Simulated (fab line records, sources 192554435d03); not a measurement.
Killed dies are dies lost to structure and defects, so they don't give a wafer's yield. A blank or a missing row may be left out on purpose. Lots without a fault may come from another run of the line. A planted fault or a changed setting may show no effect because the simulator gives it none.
One fault seen from 2 desks | flow n5_finfet | each desk has only its own numbers; what lay behind them comes last

THE TOOL OWNER'S DESK: rie_si-01
The tool's own readings at N5_DUMMY_GATE_ETCH_23 (etches poly-Si in HBr/Cl2/O2, target depth 41 nm, time 22.3 s): means of the sampled wafers that have a number, for each lot that ran on this tool. A lot is out of limits, marked OUT, if its mean lies more than 4 standard deviations from the usual mean; the brackets give that distance.
Columns: A = O2_flow_sccm at N5_DUMMY_GATE_ETCH_23, usual 12.00 sccm; B = drypump_motor_current_A at N5_DUMMY_GATE_ETCH_23, usual 5.6 A; C = mfc_cl2_sccm at N5_DUMMY_GATE_ETCH_23, usual 80.02 sccm; D = oes_product_au at N5_DUMMY_GATE_ETCH_23, usual 1.003 a.u.; E = throttle_valve_pct at N5_DUMMY_GATE_ETCH_23, usual 37.1 %
lot  | first seen here | A     | B   | C     | D     | E
L522 | day 3 05:11     | 12.04 | 5.2 | 79.81 | 1.006 | 37.5
L523 | day 3 14:35     | 12.01 | 5.1 | 79.98 | 0.992 | 37.4
L524 | day 3 16:41     | 11.98 | 5.2 | 79.85 | 0.987 | 37.4
L526 | day 4 06:12     | 11.98 | 5.3 | 80.05 | 0.941 | 37.1
L540 | day 7 19:56     | 11.96 | 5.3 | 80.19 | 1.014 | 37.1
L541 | day 8 00:40     | 11.99 | 5.4 | 79.89 | 1.001 | 36.8
This desk's finding: nothing out of limits on any of the 6 lots.

THE METROLOGY DESK
What the gauges read, lot by lot, whatever tool the lot ran on: means of the sampled wafers that have a number. A lot is out of limits, marked OUT, if its mean lies more than 4 standard deviations from the usual mean; the brackets give that distance. Of its 12 readings 7 are shown: those that lie furthest out on some lot.
Columns: A = cd_nm at N5_DUMMY_GATE_CD_MEAS_50, usual 14.0 nm; B = DIBL_P at N5_BEOL_M4_RC_MEAS_101, usual 35.8 mV/V; C = ION_N at N5_BEOL_M4_RC_MEAS_101, usual 670 uA/um; D = ION_P at N5_BEOL_M4_RC_MEAS_101, usual 460 uA/um; E = SS_P at N5_BEOL_M4_RC_MEAS_101, usual 73.2 mV/dec; F = VT_N at N5_BEOL_M4_RC_MEAS_101, usual 250 mV; G = VT_P at N5_BEOL_M4_RC_MEAS_101, usual -251 mV
lot  | first seen here | A    | B    | C   | D   | E    | F   | G
L522 | day 3 04:21     | 14.6 | 33.2 | 660 | 455 | 72.5 | 253 | -255
L523 | day 3 13:33     | 14.4 | 34.0 | 663 | 451 | 72.5 | 250 | -253
L524 | day 3 15:40     | 13.9 | 35.0 | 654 | 454 | 72.7 | 252 | -250
L526 | day 4 05:22     | 14.1 | 35.2 | 670 | 457 | 72.9 | 250 | -255
L534 | day 6 04:31     | 14.3 | 35.3 | 666 | 461 | 72.9 | 252 | -251
L536 | day 6 15:32     | 14.1 | 34.9 | 673 | 464 | 72.9 | 251 | -249
L538 | day 7 05:28     | 14.0 | 34.7 | 659 | 455 | 72.5 | 251 | -248
L539 | day 7 14:46     | 14.0 | 35.6 | 668 | 451 | 73.2 | 254 | -257
L540 | day 7 19:07     | 13.9 | 36.2 | 683 | 466 | 73.4 | 250 | -248
L541 | day 7 23:50     | 13.8 | 34.9 | 667 | 458 | 73.0 | 250 | -251
This desk's finding: nothing out of limits on any of the 10 lots.

PUT TOGETHER
The tool owner's desk saw nothing out of limits.
The metrology desk saw nothing out of limits.

WHAT THE SIMULATOR HAD PUT IN
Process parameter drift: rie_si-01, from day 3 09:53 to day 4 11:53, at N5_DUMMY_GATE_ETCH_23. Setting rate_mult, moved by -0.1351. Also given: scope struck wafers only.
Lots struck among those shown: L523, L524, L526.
